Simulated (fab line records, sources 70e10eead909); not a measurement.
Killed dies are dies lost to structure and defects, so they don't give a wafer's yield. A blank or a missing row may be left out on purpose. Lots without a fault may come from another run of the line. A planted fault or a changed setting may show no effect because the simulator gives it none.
Chamber matching | flow nand_harc | NHARC_P_BONDPAD_ETCH_37 on rie_diel-03: 4 sister chambers
The step etches the open film in N2/H2, target depth 60 nm, overetch 18 nm, time 65.91 s. 27 wafers are shown with their chamber, then 12 later ones without.

WAFERS WITH THEIR CHAMBER
wafer  | chamber | showerhead_plenum_p_Torr (Torr) | drypump_motor_current_A (A) | rf_vpp_V (V)
L079.2 | 2       | 1.98                            | 5.0                         | 429.2
L079.3 | 3       | 2.01                            | 5.9                         | 429.4
L079.5 | 1       | 2.17                            | 5.0                         | 433.8
L081.1 | 1       | 2.17                            | 5.1                         | 434.7
L081.2 | 0       | 2.10                            | 6.2                         | 431.3
L081.3 | 3       | 2.00                            | 5.9                         | 429.3
L082.4 | 3       | 2.01                            | 5.9                         | 430.4
L082.5 | 0       | 2.10                            | 6.1                         | 430.9
L082.6 | 1       | 2.17                            | 5.1                         | 432.7
L085.1 | 2       | 1.98                            | 5.1                         | 429.2
L085.4 | 0       | 2.10                            | 6.1                         | 430.7
L085.6 | 3       | 2.00                            | 5.9                         | 430.0
L088.1 | 0       | 2.09                            | 6.2                         | 432.2
L088.2 | 2       | 1.98                            | 5.1                         | 427.5
L088.4 | 3       | 2.00                            | 5.9                         | 429.9
L087.1 | 2       | 1.98                            | 5.1                         | 429.0
L087.3 | 0       | 2.09                            | 6.1                         | 432.5
L087.4 | 3       | 2.00                            | 5.9                         | 429.9
L089.2 | 0       | 2.09                            | 6.2                         | 431.4
L089.3 | 2       | 1.98                            | 5.1                         | 429.0
L089.6 | 0       | 2.09                            | 6.1                         | 432.5
L090.3 | 1       | 2.17                            | 5.0                         | 434.6
L090.5 | 0       | 2.09                            | 6.2                         | 432.3
L090.6 | 3       | 2.00                            | 5.9                         | 430.7
L093.1 | 0       | 2.09                            | 6.1                         | 432.0
L093.4 | 3       | 2.00                            | 5.9                         | 430.2
L093.5 | 3       | 2.00                            | 5.9                         | 430.3

SIGNATURES (means of the wafers above)
reading                  | chamber 0 | chamber 1 | chamber 2 | chamber 3 | scatter within a chamber
showerhead_plenum_p_Torr | 2.0933    | 2.1700    | 1.9800    | 2.0022    | 0.00393
drypump_motor_current_A  | 6.144     | 5.050     | 5.080     | 5.900     | 0.0418
rf_vpp_V                 | 431.756   | 433.950   | 428.780   | 430.011   | 0.664
Rule: a wafer's distance from a chamber is the root of the sum, over the readings, of the square of ((its reading less the chamber's mean) divided by the reading's scatter). The wafer belongs to the nearest chamber; if the next one is less than 2 further off, it can't be placed. The scatter: the root of (the sum of the squares of (reading less its chamber's mean) over the shown wafers, divided by (wafers less chambers)).

WAFERS WITHOUT THEIR CHAMBER
wafer  | showerhead_plenum_p_Torr (Torr) | drypump_motor_current_A (A) | rf_vpp_V (V)
L094.1 | 2.00                            | 5.9                         | 429.7
L094.3 | 1.98                            | 5.1                         | 430.9
L094.5 | 2.09                            | 6.1                         | 430.9
L095.2 | 2.17                            | 5.1                         | 432.7
L095.4 | 2.09                            | 6.1                         | 432.6
L095.5 | 2.17                            | 5.1                         | 434.6
L096.1 | 2.09                            | 6.1                         | 433.1
L096.4 | 2.00                            | 5.9                         | 429.3
L096.5 | 2.09                            | 6.1                         | 432.2
L097.2 | 1.98                            | 5.1                         | 429.2
L097.3 | 2.17                            | 5.1                         | 433.2
L097.6 | 2.09                            | 6.1                         | 432.4

WHICH CHAMBER EACH WENT THROUGH
wafer  | from the rows above | in truth
L094.1 | 3                   | 3
L094.3 | 2                   | 2
L094.5 | 0                   | 0
L095.2 | 1                   | 1
L095.4 | 0                   | 0
L095.5 | 1                   | 1
L096.1 | 0                   | 0
L096.4 | 3                   | 3
L096.5 | 0                   | 0
L097.2 | 2                   | 2
L097.3 | 1                   | 1
L097.6 | 0                   | 0
Placed correctly: 12 of 12. Can't be placed from these rows: 0. Placed wrongly: 0.
